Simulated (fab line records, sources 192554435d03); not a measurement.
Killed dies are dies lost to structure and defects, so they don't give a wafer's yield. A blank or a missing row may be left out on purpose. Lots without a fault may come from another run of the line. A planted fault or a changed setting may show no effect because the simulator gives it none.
Chamber matching | flow n5_finfet | N5_MOL_CONTACT_COAG_CMP_52 on cmp-01: 4 sister chambers
The step polishes, stops on SiO2, t overpolish 1.5 s, target thk 66.5 nm. 18 wafers are shown with their chamber, then 9 later ones without.

WAFERS WITH THEIR CHAMBER
wafer  | chamber | motor_current_A (A) | time_to_endpoint_s (s) | overpolish_run_s (s)
L081.1 | 1       | 12.5                | 13.3                   | 1.497
L081.4 | 2       | 12.7                | 13.6                   | 1.497
L081.5 | 3       | 12.4                | 11.8                   | 1.493
L080.1 | 1       | 11.9                | 18.3                   | 1.505
L080.4 | 0       | 12.9                | 15.2                   | 1.490
L080.5 | 0       | 12.9                | 11.5                   | 1.496
L086.1 | 2       | 13.7                | 16.8                   | 1.504
L086.2 | 3       | 12.6                | 12.3                   | 1.500
L086.3 | 1       | 12.0                | 19.0                   | 1.506
L087.1 | 3       | 12.2                | 10.9                   | 1.497
L087.4 | 1       | 11.3                | 16.6                   | 1.516
L087.5 | 1       | 11.5                | 15.9                   | 1.497
L088.1 | 2       | 13.5                | 16.4                   | 1.498
L088.4 | 1       | 11.8                | 15.2                   | 1.486
L088.5 | 0       | 12.4                | 11.7                   | 1.493
L089.1 | 3       | 12.7                | 11.2                   | 1.504
L089.3 | 1       | 11.8                | 19.2                   | 1.487
L089.6 | 1       | 12.1                | 16.7                   | 1.508

SIGNATURES (means of the wafers above)
reading            | chamber 0 | chamber 1 | chamber 2 | chamber 3 | scatter within a chamber
motor_current_A    | 12.733    | 11.863    | 13.300    | 12.475    | 0.36
time_to_endpoint_s | 12.800    | 16.775    | 15.600    | 11.550    | 1.78
overpolish_run_s   | 1.49300   | 1.50025   | 1.49967   | 1.49850   | 0.00791
Rule: a wafer's distance from a chamber is the root of the sum, over the readings, of the square of ((its reading less the chamber's mean) divided by the reading's scatter). The wafer belongs to the nearest chamber; if the next one is less than 2 further off, it can't be placed. The scatter: the root of (the sum of the squares of (reading less its chamber's mean) over the shown wafers, divided by (wafers less chambers)).

WAFERS WITHOUT THEIR CHAMBER
wafer  | motor_current_A (A) | time_to_endpoint_s (s) | overpolish_run_s (s)
L093.2 | 13.6                | 16.5                   | 1.502
L093.4 | 13.0                | 8.3                    | 1.500
L093.6 | 13.1                | 9.9                    | 1.486
L094.4 | 11.4                | 12.1                   | 1.501
L094.5 | 11.6                | 12.5                   | 1.502
L094.6 | 12.5                | 10.7                   | 1.506
L096.2 | 14.7                | 17.2                   | 1.498
L096.5 | 13.4                | 12.3                   | 1.500
L096.6 | 12.6                | 16.1                   | 1.495

WHICH CHAMBER EACH WENT THROUGH
wafer  | from the rows above               | in truth
L093.2 | 2                                 | 2
L093.4 | can't be placed: 3 or 0 or 2      | 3
L093.6 | can't be placed: 0 or 3 or 2      | 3
L094.4 | can't be placed: 1 or 3 or 0      | 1
L094.5 | can't be placed: 1 or 3 or 0      | 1
L094.6 | can't be placed: 3 or 0           | 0
L096.2 | 2                                 | 2
L096.5 | can't be placed: 2 or 0 or 3      | 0
L096.6 | can't be placed: 0 or 2 or 1 or 3 | 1
Placed correctly: 2 of 9. Can't be placed from these rows: 7 (the true chamber is among the candidates in 7). Placed wrongly: 0.
